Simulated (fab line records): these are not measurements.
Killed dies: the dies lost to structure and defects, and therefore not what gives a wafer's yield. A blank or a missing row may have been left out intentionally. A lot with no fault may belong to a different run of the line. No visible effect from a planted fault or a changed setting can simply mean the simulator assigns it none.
fab line records    flow n5_finfet
record lots=10  wafers=27  last_day=18
route steps=1938 shown DUMMY_GATE@240 SPACER0@259 BEOL_M4@1111 PASSIVATION@1936
lots untouched by any fault: they come from a run of this same line in which no faults occurred
start_h: hours from the record's opening day to when the first of the lot's shown wafers began    wait_h: hours since the lot's step before    " as in the row above    L1.1+2: several wafers, shown together as one row    - value missing, or start not given    * or withheld: withheld    < > ~ a bound
route shown NAME@n: a module of which the file shows steps, and the number in the route of the first    usual: mean/standard deviation taken from wafers without a fault    same: alike in all rows    chamber/n: place in a boat    sites: readings site by site    _std_site: their standard deviation    _edge_site: mean of outer sites minus mean of inner sites    radius_mm: how far each site lies from the wafer's centre    mask NAME#n: copy n    behind: the tool/chamber that last shaped the wafer    hold: what put the lot on hold/how long, in hours/how the hold closed    device: names the non-switching transistor (n, p or np)    end of line: tests run on the same wafers once the route is complete    step lacking rows: just its recipe    killed: not the wafer's yield, but the dies lost to structure and defects at the first sort    map: a wafer's dies, marking killed ones x, the rest . and places with no die _
set.NAME: setting as actually run; set.NAME@STEP: the setting as run at that earlier step    model.NAME: the simulator's own value behind a step, which no gauge read
route steps across a sampled set of lots; one table per step, one row per wafer
services: when a tool's chamber went out of use (start_h, in hours from the record's first day, below 0 if earlier), for how many hours, and the reason
## steps
# step N5_DUMMY_GATE_TRIM_49
# recipe chemistry=O2  resist=SOC  time_s=29  target_cd_nm=14  source_power_w=300  bias_power_w=0  O2_flow_sccm=100  temp_c=20
# usual drypump_motor_current_A=5.8/0.37  oes_product_au=1.002/0.018  throttle_valve_pct=8.16/0.12
lot.wafer  tool       chamber  start_h  wait_h  drypump_motor_current_A  oes_product_au  rf_hours_counter_h  throttle_valve_pct
L967.2     rie_si-02  0        48.67    0.0     6.2                      0.996           112                 8.06
L967.3     "          3        "        "       6.6                      1.010           53                  8.16
L967.6     "          3        "        "       6.6                      1.006           -                   8.15
L968.3     rie_si-03  2        57.91    0.0     6.0                      0.995           141                 8.42
L968.4     "          1        "        "       5.7                      1.012           9                   8.12
L968.5     "          3        "        "       5.4                      1.017           -                   8.17
L976.1     rie_si-03  2        101.68   0.0     6.0                      0.993           142                 8.43
L976.2     "          0        "        "       5.5                      1.044           80                  7.95
L976.5     "          1        "        "       5.6                      1.015           -                   8.13
L982.2     rie_si-04  0        136.77   0.0     5.9                      0.986           6                   8.14
L982.5     "          1        "        "       5.2                      1.001           -                   8.13
L983.4     rie_si-04  1        142.02   0.0     5.2                      0.990           131                 8.14
L983.6     "          0        "        "       5.9                      0.999           -                   8.16
L984.1     rie_si-04  1        147.25   0.0     5.3                      1.007           131                 8.13
L984.2     "          3        "        "       6.0                      0.998           1                   8.13
L984.4     "          0        "        "       5.9                      0.989           6                   8.14
L986.4     rie_si-03  0        160.91   0.0     5.5                      1.032           82                  7.94
L986.5     "          0        "        "       5.5                      1.030           -                   7.94
L986.6     "          1        "        "       5.7                      1.000           -                   8.11
L987.2     rie_si-02  3        167.16   0.0     6.6                      0.999           55                  8.14
L987.4     "          2        "        "       6.0                      1.001           126                 8.17
L987.5     "          1        "        "       5.2                      1.011           -                   8.24
L988.1     rie_si-03  3        173.95   0.0     5.4                      1.015           166                 8.19
L988.3     "          0        "        "       5.5                      1.035           82                  7.93
L988.6     "          0        "        "       5.5                      1.044           -                   7.93
L990.4     rie_si-03  0        185.36   0.0     5.5                      1.027           82                  7.94
L990.6     "          2        "        "       6.0                      0.988           -                   8.44
# step N5_DUMMY_GATE_CD_MEAS_24
# recipe target_cd_nm=15
# usual cd_nm=14.9/0.39
lot.wafer  tool       chamber  start_h  wait_h  cd_nm
L967.2     cd_sem-01  -        49.40    0.1     15.4
L967.3     "          -        "        "       15.4
L967.6     "          -        "        "       14.6
L968.3     cd_sem-03  -        58.57    0.1     14.3
L968.4     "          -        "        "       15.3
L968.5     "          -        "        "       14.6
L976.1     cd_sem-01  -        102.32   0.1     15.4
L976.2     "          -        "        "       15.3
L976.5     "          -        "        "       14.7
L982.2     cd_sem-03  -        137.63   0.1     14.8
L982.5     "          -        "        "       14.1
L983.4     cd_sem-02  -        142.67   0.1     14.4
L983.6     "          -        "        "       15.1
L984.1     cd_sem-03  -        147.89   0.1     14.8
L984.2     "          -        "        "       14.6
L984.4     "          -        "        "       15.2
L986.4     cd_sem-01  -        161.57   0.1     15.3
L986.5     "          -        "        "       14.9
L986.6     "          -        "        "       14.7
L987.2     cd_sem-01  -        167.95   0.1     15.1
L987.4     "          -        "        "       15.1
L987.5     "          -        "        "       15.0
L988.1     cd_sem-02  -        174.78   0.1     15.1
L988.3     "          -        "        "       15.3
L988.6     "          -        "        "       15.1
L990.4     cd_sem-01  -        186.01   0.1     14.9
L990.6     "          -        "        "       14.0
# step N5_SPACER0_ALD_00
# recipe material=SiOCN  target_thk_a=35  temp_c=400  ald_precursor_family=alkyl-aminosilane  ald_co_reactant=O2/N2-plasma  pulse_time_s=3  purge_time_s=2  co_reactant_purge_time_s=2  ald_cycles=58  pressure_torr=2
# usual ald_cycles=58/0  heater_power_w=856/140  precursor_pulse_height_rel=0.997/0.019
lot.wafer  tool        chamber  start_h  wait_h  ald_cycles  heater_power_w  precursor_pulse_height_rel
L967.2     ald_sin-02  1        50.30    0.1     58          850             0.990
L967.3     "           3        "        "       58          850             1.023
L967.6     "           1        "        "       58          851             0.990
L968.3     ald_sin-03  3        59.03    0.1     58          905             0.987
L968.4     "           2        "        "       58          990             1.015
L968.5     "           0        "        "       58          897             1.006
L976.1     ald_sin-04  3        102.84   0.1     58          747             1.005
L976.2     "           0        "        "       35          1061            1.030
L976.5     "           1        "        "       58          757             0.975
L982.2     ald_sin-02  3        138.17   0.1     58          799             0.951
L982.5     "           3        "        "       58          809             1.023
L983.4     ald_sin-03  2        143.14   0.1     58          994             0.984
L983.6     "           3        "        "       58          900             0.999
L984.1     ald_sin-02  0        149.04   0.1     58          860             0.968
L984.2     "           3        "        "       58          813             0.988
L984.4     "           1        "        "       58          864             1.025
L986.4     ald_sin-03  3        162.03   0.1     58          927             0.989
L986.5     "           1        "        "       58          983             1.021
L986.6     "           2        "        "       58          977             1.005
L987.2     ald_sin-02  0        168.50   0.1     58          852             0.991
L987.4     "           1        "        "       58          904             1.000
L987.5     "           3        "        "       58          817             0.993
L988.1     ald_sin-04  1        175.25   0.1     58          754             0.992
L988.3     "           0        "        "       58          1103            1.008
L988.6     "           0        "        "       58          1081            0.979
L990.4     ald_sin-03  2        187.32   0.1     58          1000            1.003
L990.6     "           3        "        "       58          912             0.989
# step N5_SPACER0_INSPECT_04
# recipe inspect_instrument=darkfield  mode=post_dep
# usual raw_defect_count=131/30
lot.wafer  tool               chamber  start_h  wait_h  raw_defect_count
L967.2     defect_inspect-02  -        50.71    0.1     171
L967.3     "                  -        "        "       112
L967.6     "                  -        "        "       131
L968.3     defect_inspect-02  -        59.45    0.1     116
L968.4     "                  -        "        "       145
L968.5     "                  -        "        "       137
L976.1     defect_inspect-02  -        103.25   0.1     123
L976.2     "                  -        "        "       173
L976.5     "                  -        "        "       128
L982.2     defect_inspect-01  -        138.59   0.1     157
L982.5     "                  -        "        "       104
L983.4     defect_inspect-01  -        143.56   0.1     138
L983.6     "                  -        "        "       144
L984.1     defect_inspect-02  -        149.45   0.1     152
L984.2     "                  -        "        "       127
L984.4     "                  -        "        "       147
L986.4     defect_inspect-02  -        162.45   0.1     122
L986.5     "                  -        "        "       231
L986.6     "                  -        "        "       182
L987.2     defect_inspect-01  -        168.92   0.1     141
L987.4     "                  -        "        "       138
L987.5     "                  -        "        "       104
L988.1     defect_inspect-02  -        175.67   0.1     153
L988.3     "                  -        "        "       139
L988.6     "                  -        "        "       171
L990.4     defect_inspect-02  -        187.62   0.0     118
L990.6     "                  -        "        "       105
# step N5_BEOL_M4_RC_MEAS_101
# usual DIBL_N=36.3/1.7  DIBL_P=36.0/1.9  IOFF_N=0.156/0.028  IOFF_N_85C=3.1/0.46  IOFF_N_LIN=0.073/0.011  IOFF_N_LONG=5.6e-05/2.1e-06  IOFF_P=0.21/0.036  IOFF_P_85C=3.6/0.51  IOFF_P_LIN=0.098/0.014  ION_N=675/11  ION_P=463/7.8  REXT_N=74.9/1.6  REXT_P=99.7/2.4  SS_N=71.6/0.59  SS_P=73.2/0.63  VT_N=250/3.1  VT_N_LVT=98.4/2.9  VT_P=-251/3.4  VT_P_LVT=-98.8/2.7
lot.wafer  tool       chamber  start_h  wait_h  DIBL_N[mV/V]  DIBL_P[mV/V]  IOFF_N[nA/um]  IOFF_N_85C[nA/um]  IOFF_N_LIN[nA/um]  IOFF_N_LONG[nA/um]  IOFF_P[nA/um]  IOFF_P_85C[nA/um]  IOFF_P_LIN[nA/um]  ION_N[uA/um]  ION_P[uA/um]  REXT_N[ohm.um]  REXT_P[ohm.um]  SS_N[mV/dec]  SS_P[mV/dec]  VT_N[mV]  VT_N_LVT[mV]  VT_P[mV]  VT_P_LVT[mV]
L967.2     prober-02  0        161.97   0.9     32.5          34.3          0.114          2.4                0.057              5.57e-05            0.16           2.9                0.083              661           455           76.6            98.8            71.2          72.2          252       103.6         -255      -101.9
L967.3     "          0        "        "       34.3          35.3          0.124          2.5                0.061              5.44e-05            0.17           3.1                0.086              671           459           76.4            100.8           71.5          72.8          251       102.8         -252      -100.3
L967.6     "          0        "        "       35.5          36.1          0.148          2.9                0.068              5.64e-05            0.19           3.3                0.091              671           457           75.9            99.6            72.2          73.0          248       100.6         -252      -100.8
L968.3     prober-02  0        168.96   0.3     38.5          37.8          0.187          3.6                0.083              5.62e-05            0.21           3.5                0.093              682           458           76.2            101.7           71.5          73.8          246       95.9          -252      -100.3
L968.4     "          0        "        "       36.1          35.7          0.158          3.1                0.074              5.62e-05            0.18           3.2                0.087              674           456           76.0            102.5           71.3          73.2          247       96.2          -253      -102.0
L968.5     "          0        "        "       36.6          36.2          0.158          3.0                0.072              5.57e-05            0.18           3.1                0.084              679           460           76.9            101.2           71.3          73.7          248       97.2          -253      -102.2
L976.1     prober-02  0        209.78   0.0     37.3          36.2          0.177          3.5                0.082              5.99e-05            0.23           3.9                0.106              682           471           76.4            98.9            70.9          73.5          246       94.3          -246      -97.4
L976.2     "          0        "        "       46.1          42.7          0.411          7.0                0.160              6.54e-05            0.49           7.3                0.206              743           509           65.3            86.4            73.8          74.2          232       81.3          -235      -82.0
L976.5     "          0        "        "       36.4          34.8          0.154          3.1                0.074              6.03e-05            0.20           3.5                0.097              675           465           76.5            99.2            71.1          73.7          248       96.5          -251      -97.0
L982.2     prober-01  0        253.39   0.2     34.1          36.0          0.121          2.5                0.060              5.34e-05            0.21           3.6                0.104              667           466           76.7            97.5            70.9          73.4          255       104.4         -247      -98.3
L982.5     "          0        "        "       37.0          38.6          0.166          3.3                0.075              5.48e-05            0.26           4.3                0.120              679           474           75.2            99.1            72.2          74.2          252       98.8          -245      -95.6
L983.4     prober-01  0        255.93   0.5     40.2          41.1          0.209          3.8                0.093              5.49e-05            0.23           4.1                0.107              693           466           74.7            94.7            72.1          74.6          249       92.2          -250      -97.5
L983.6     "          0        "        "       36.7          37.4          0.144          2.8                0.070              5.56e-05            0.17           3.1                0.085              678           462           75.5            95.6            70.8          72.9          253       96.5          -254      -101.3
L984.1     prober-02  0        261.07   0.0     34.7          35.2          0.133          2.7                0.063              5.21e-05            0.18           3.3                0.089              671           453           74.9            98.6            71.5          73.1          253       101.7         -251      -101.6
L984.2     "          0        "        "       34.9          35.9          0.141          2.8                0.067              5.11e-05            0.19           3.5                0.093              669           463           75.1            98.6            71.5          73.3          252       100.8         -254      -100.5
L984.4     "          0        "        "       35.6          35.2          0.151          3.0                0.065              5.32e-05            0.18           3.4                0.089              667           458           74.1            97.1            71.8          73.2          254       101.6         -253      -101.6
L986.4     prober-02  0        280.73   0.5     34.3          33.0          0.118          2.5                0.057              5.45e-05            0.17           3.1                0.086              655           451           74.1            95.4            70.8          72.6          254       103.2         -255      -100.2
L986.5     "          0        "        "       35.0          33.9          0.126          2.6                0.061              5.52e-05            0.17           3.1                0.086              660           457           73.4            95.5            71.0          72.8          254       101.5         -253      -100.8
L986.6     "          0        "        "       38.6          39.0          0.200          3.8                0.092              5.42e-05            0.26           4.3                0.114              683           467           75.0            97.8            71.6          74.1          245       93.6          -248      -95.9
L988.1     prober-01  0        298.73   0.0     36.7          35.2          0.144          2.9                0.067              5.65e-05            0.20           3.6                0.101              683           471           77.8            96.5            71.3          73.2          250       99.5          -248      -96.2
L988.3     "          0        "        "       34.6          33.2          0.118          2.5                0.058              5.61e-05            0.18           3.2                0.094              669           463           77.4            95.5            70.9          72.8          254       100.6         -251      -98.1
L988.6     "          0        "        "       36.0          34.7          0.136          2.7                0.065              5.64e-05            0.20           3.5                0.101              680           471           77.3            96.4            71.5          72.8          252       101.3         -249      -97.2
L987.2     prober-02  0        299.00   0.2     37.6          37.5          0.179          3.4                0.084              5.63e-05            0.24           4.1                0.112              679           465           76.4            102.3           71.9          73.8          246       98.0          -247      -98.5
L987.4     "          0        "        "       36.6          35.7          0.157          3.1                0.074              5.59e-05            0.22           3.8                0.107              679           470           75.5            100.3           71.0          72.6          248       99.0          -249      -97.7
L987.5     "          0        "        "       37.2          36.1          0.168          3.2                0.079              5.6e-05             0.23           3.9                0.109              686           477           75.6            100.6           72.1          72.5          246       97.5          -248      -97.6
L990.4     prober-01  0        320.54   0.5     36.5          35.5          0.142          3.0                0.068              5.53e-05            0.22           3.8                0.110              667           466           77.0            98.6            71.1          72.7          250       102.1         -247      -98.7
L990.6     "          0        "        "       41.0          40.2          0.249          4.6                0.104              5.66e-05            0.32           5.2                0.140              689           478           76.2            98.9            72.7          74.6          242       93.3          -245      -94.3
# step N5_PASSIVATION_PROBE_49
# usual defect_limited_yield=91.5/1.5  killed_at_M0_to_M3=30/11  killed_at_M4_up=13/4.9  killed_at_contacts=14/6.5  killed_at_front_end=40/11  killed_at_other=3.3/2.7  killed_dies=100/18  killed_open=67/14  killed_short=32/7.8  sort_bin_4_leakage=0.00/0.0073  sort_bin_5_function=5.0/0.97  sort_bin_6_memory=3.2/0.75  sort_n_pass=1080/18  sort_yield_pct=91.5/1.5
# same gross_dies=1180  killed_at_back_side=0  sort_bin_8_speed[%]=0
lot.wafer  tool       chamber  start_h  wait_h  defect_limited_yield[%]  killed_at_M0_to_M3  killed_at_M4_up  killed_at_contacts  killed_at_front_end  killed_at_other  killed_dies  killed_open  killed_short  sort_bin_4_leakage[%]  sort_bin_5_function[%]  sort_bin_6_memory[%]  sort_n_pass  sort_yield_pct[%]
L976.1     prober-01  -        327.01   0.0     92.0                     28                  13               8                   40                   5                94           62           31            0                      4.7                     3.2                   1086         92.0
L976.2     prober-01  -        327.06   0.1     92.9                     33                  17               6                   25                   3                84           53           31            15.68                  4.2                     2.7                   911          77.2
L976.5     prober-01  -        327.21   0.2     90.0                     46                  15               14                  42                   1                118          89           29            0                      6.0                     3.7                   1062         90.0
L984.1     prober-01  -        366.53   0.0     91.6                     25                  7                11                  50                   6                99           65           29            0                      4.7                     2.6                   1081         91.6
L984.2     prober-01  -        366.58   0.1     90.8                     34                  13               8                   52                   2                109          75           32            0                      5.0                     3.9                   1071         90.8
L984.4     prober-01  -        366.68   0.2     93.6                     23                  9                10                  32                   2                76           54           21            0                      4.3                     1.9                   1104         93.6
L988.1     prober-01  -        398.97   0.0     93.4                     19                  13               7                   34                   5                78           53           24            0                      3.5                     3.0                   1102         93.4
L988.3     prober-01  -        399.07   0.1     93.3                     18                  10               10                  37                   4                79           48           28            0                      4.3                     2.1                   1101         93.3
L988.6     prober-01  -        399.22   0.3     94.1                     19                  7                4                   36                   4                70           52           17            0                      3.0                     2.6                   1110         94.1
L987.2     prober-02  -        399.63   0.1     91.6                     33                  22               10                  34                   0                99           68           31            0                      4.8                     3.4                   1081         91.6
L987.4     prober-02  -        399.73   0.2     93.1                     18                  18               6                   38                   2                82           50           30            0                      4.3                     2.2                   1098         93.1
L987.5     prober-02  -        399.78   0.2     90.3                     34                  23               14                  41                   2                114          74           34            0                      6.1                     2.9                   1066         90.3
L990.4     prober-02  -        422.87   0.2     92.0                     27                  14               7                   43                   3                94           68           26            0                      4.5                     3.1                   1086         92.0
L990.6     prober-02  -        422.97   0.3     89.9                     38                  18               6                   52                   5                119          85           33            0                      6.1                     3.9                   1061         89.9
# killed by level:class
L976.1 STI_FIN_REVEAL:geometric_particle:open=8 BEOL_M4:geometric_particle:open=7 MOL_CONTACT_COAG:geometric_particle:open=6 BEOL_M2:geometric_particle:open=6 FIN_SAQP:geometric_particle:open=5 BEOL_M0_SAQP:geometric_particle:open=5 BEOL_M1:geometric_particle:open=5 BEOL_M3:geometric_particle:open=5
L976.2 BEOL_M3:geometric_particle:open=8 BEOL_M2:geometric_particle:open=8 STI_FIN_REVEAL:geometric_particle:open=7 BEOL_M4:geometric_particle:open=6 BEOL_M1:geometric_particle:open=5 BEOL_M2:geometric_particle:short=5 FIN_SAQP:geometric_particle:open=4 DUMMY_GATE:geometric_particle:open=4
L976.5 FIN_SAQP:geometric_particle:open=14 MOL_CONTACT_COAG:geometric_particle:open=13 BEOL_M2:geometric_particle:open=13 BEOL_M1:geometric_particle:open=12 FIN_SAQP:geometric_particle:short=12 BEOL_M3:geometric_particle:open=10 STI_FIN_REVEAL:geometric_particle:open=5 DUMMY_GATE:geometric_particle:open=5
L984.1 STI_FIN_REVEAL:geometric_particle:open=13 MOL_CONTACT_COAG:geometric_particle:open=9 DUMMY_GATE:geometric_particle:open=7 FIN_SAQP:geometric_particle:short=6 FIN_SAQP:geometric_particle:open=5 BEOL_M1:geometric_particle:open=5 BEOL_M0_SAQP:geometric_particle:short=5 BEOL_M2:geometric_particle:open=5
L984.2 FIN_SAQP:geometric_particle:open=21 FIN_SAQP:geometric_particle:short=9 STI_FIN_REVEAL:geometric_particle:open=9 BEOL_M1:geometric_particle:open=7 MOL_CONTACT_COAG:geometric_particle:open=6 BEOL_M3:geometric_particle:open=6 BEOL_M0_SAQP:geometric_particle:open=5 BEOL_M0_SAQP:geometric_particle:short=5
L984.4 FIN_SAQP:geometric_particle:open=9 MOL_CONTACT_COAG:geometric_particle:open=8 BEOL_M1:geometric_particle:open=7 DUMMY_GATE:geometric_particle:open=6 BEOL_M2:geometric_particle:open=5 FIN_SAQP:geometric_particle:short=4 STARTING-WAFER:geometric_particle:open=4 BEOL_M1:geometric_particle:short=4
L988.1 DUMMY_GATE:geometric_particle:open=8 GATE_CUT:geometric_particle:short=6 BEOL_M1:geometric_particle:open=6 MOL_CONTACT_COAG:geometric_particle:open=5 BEOL_M4:geometric_particle:open=4 FIN_SAQP:geometric_particle:short=4 FIN_SAQP:geometric_particle:open=4 BEOL_M0_SAQP:geometric_particle:open=4
L988.3 FIN_SAQP:geometric_particle:short=10 MOL_CONTACT_COAG:geometric_particle:open=9 STI_FIN_REVEAL:geometric_particle:open=6 BEOL_M0_SAQP:geometric_particle:open=5 BEOL_M1:geometric_particle:open=5 FIN_SAQP:geometric_particle:open=3 STI_FIN_REVEAL:geometric_particle:short=3 GATE_CUT:geometric_particle:open=3
L988.6 STI_FIN_REVEAL:geometric_particle:open=9 DUMMY_GATE:geometric_particle:open=7 BEOL_M0_SAQP:geometric_particle:short=5 FIN_SAQP:geometric_particle:open=4 MOL_CONTACT_COAG:geometric_particle:open=4 DUMMY_GATE:geometric_particle:short=3 GATE_CUT:geometric_particle:open=3 BEOL_M0:geometric_particle:open=3
L987.2 BEOL_M4:geometric_particle:open=12 BEOL_M0_SAQP:geometric_particle:open=12 FIN_SAQP:geometric_particle:open=10 MOL_CONTACT_COAG:geometric_particle:open=9 BEOL_M0_SAQP:geometric_particle:short=9 FIN_SAQP:geometric_particle:short=7 BEOL_M2:geometric_particle:open=6 STI_FIN_REVEAL:geometric_particle:open=5
L987.4 BEOL_M4:geometric_particle:open=12 FIN_SAQP:geometric_particle:open=11 FIN_SAQP:geometric_particle:short=10 BEOL_M0_SAQP:geometric_particle:short=5 MOL_CONTACT_COAG:geometric_particle:open=4 BEOL_M2:geometric_particle:open=4 GATE_CUT:geometric_particle:short=3 BEOL_M0_SAQP:geometric_particle:open=3
L987.5 MOL_CONTACT_COAG:geometric_particle:open=11 BEOL_M4:geometric_particle:open=11 FIN_SAQP:geometric_particle:open=10 FIN_SAQP:geometric_particle:short=9 BEOL_M0_SAQP:geometric_particle:open=9 BEOL_M2:geometric_particle:open=6 BEOL_M0_SAQP:geometric_particle:short=5 BEOL_M3:geometric_particle:open=5
L990.4 STI_FIN_REVEAL:geometric_particle:open=20 BEOL_M0_SAQP:geometric_particle:short=7 BEOL_M3:geometric_particle:open=7 BEOL_M4:geometric_particle:open=7 STI_FIN_REVEAL:geometric_particle:short=6 MOL_CONTACT_COAG:geometric_particle:open=5 BEOL_M1:geometric_particle:open=5 GATE_CUT:geometric_particle:short=4
L990.6 STI_FIN_REVEAL:geometric_particle:open=31 BEOL_M4:geometric_particle:open=12 BEOL_M0_SAQP:geometric_particle:short=11 BEOL_M0_SAQP:geometric_particle:open=9 BEOL_M1:geometric_particle:open=7 MOL_CONTACT_COAG:geometric_particle:open=5 FIN_SAQP:geometric_particle:open=4 STI_FIN_REVEAL:geometric_particle:short=4
## services
tool        chamber  start_h  hours  kind
ald_sin-02  -        28.00    4.3    pm
ald_sin-04  2        40.90    1.7    repair
ald_sin-02  0        43.97    33.2   repair
rie_si-02   -        49.31    14.6   pm
ald_sin-03  1        69.78    1.8    repair
rie_si-04   3        76.78    -      clean
ald_sin-02  -        85.25    14.0   pm
ald_sin-02  0        85.25    14.0   vent_cycle
ald_sin-02  1        85.25    14.0   vent_cycle
ald_sin-02  2        85.25    14.0   vent_cycle
ald_sin-02  3        85.25    14.0   vent_cycle
ald_sin-02  0        99.25    -      clean
ald_sin-02  1        99.25    -      clean
ald_sin-02  2        99.25    -      clean
ald_sin-02  3        99.25    -      clean
rie_si-04   3        105.30   6.4    repair
rie_si-04   2        111.45   2.5    repair
ald_sin-02  1        114.16   11.5   repair
rie_si-02   2        133.76   5.6    repair
ald_sin-02  0        134.15   1.8    repair
rie_si-03   3        147.08   9.5    repair
rie_si-03   -        152.46   0.6    repair
ald_sin-04  -        178.15   14.0   pm
ald_sin-03  1        184.49   81.6   repair
## key
first_sign step=N5_SPACER0_ALD_00  reading=ald_cycles  direction=down  sigmas=99+  usual=*  struck=*
effect step=N5_BEOL_M4_RC_MEAS_101  reading=IOFF_N  direction=up  sigmas=9.1  usual=0.156  struck=0.411
effect step=N5_BEOL_M4_RC_MEAS_101  reading=IOFF_N_85C  direction=up  sigmas=8.5  usual=3.1  struck=7.0
effect step=N5_BEOL_M4_RC_MEAS_101  reading=IOFF_N_LIN  direction=up  sigmas=8  usual=0.073  struck=0.160
effect step=N5_BEOL_M4_RC_MEAS_101  reading=IOFF_P  direction=up  sigmas=7.9  usual=0.21  struck=0.49
effect step=N5_BEOL_M4_RC_MEAS_101  reading=IOFF_P_LIN  direction=up  sigmas=7.7  usual=0.098  struck=0.206
effect step=N5_BEOL_M4_RC_MEAS_101  reading=IOFF_P_85C  direction=up  sigmas=7.4  usual=3.6  struck=7.3
effect step=N5_BEOL_M4_RC_MEAS_101  reading=ION_N  direction=up  sigmas=6.4  usual=675  struck=743
effect step=N5_BEOL_M4_RC_MEAS_101  reading=VT_P_LVT  direction=up  sigmas=6.3  usual=-98.8  struck=-82.0
effect step=N5_BEOL_M4_RC_MEAS_101  reading=ION_P  direction=up  sigmas=5.9  usual=463  struck=509
effect step=N5_BEOL_M4_RC_MEAS_101  reading=VT_N_LVT  direction=down  sigmas=5.9  usual=98.4  struck=81.3
effect step=N5_BEOL_M4_RC_MEAS_101  reading=REXT_N  direction=down  sigmas=5.9  usual=74.9  struck=65.3
effect step=N5_BEOL_M4_RC_MEAS_101  reading=VT_N  direction=down  sigmas=5.8  usual=250  struck=232
effect step=N5_PASSIVATION_PROBE_49  reading=sort_bin_4_leakage  direction=up  sigmas=99+  usual=0.00  struck=15.68
met_at N5_SPACER0_ALD_00
struck_lots L976
struck_wafers L976.2
not_acting_at N5_DUMMY_GATE_TRIM_49,N5_DUMMY_GATE_CD_MEAS_24,N5_SPACER0_INSPECT_04
fault kind=process_parameter_drift  tool=ald_sin-04  chamber=-  onset_h=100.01  steps=N5_SPACER0_ALD_00  channel=ald_cycles  offset=*  shape=step  end_h=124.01  scope=struck_wafers_only  acts_in=*  stated=*
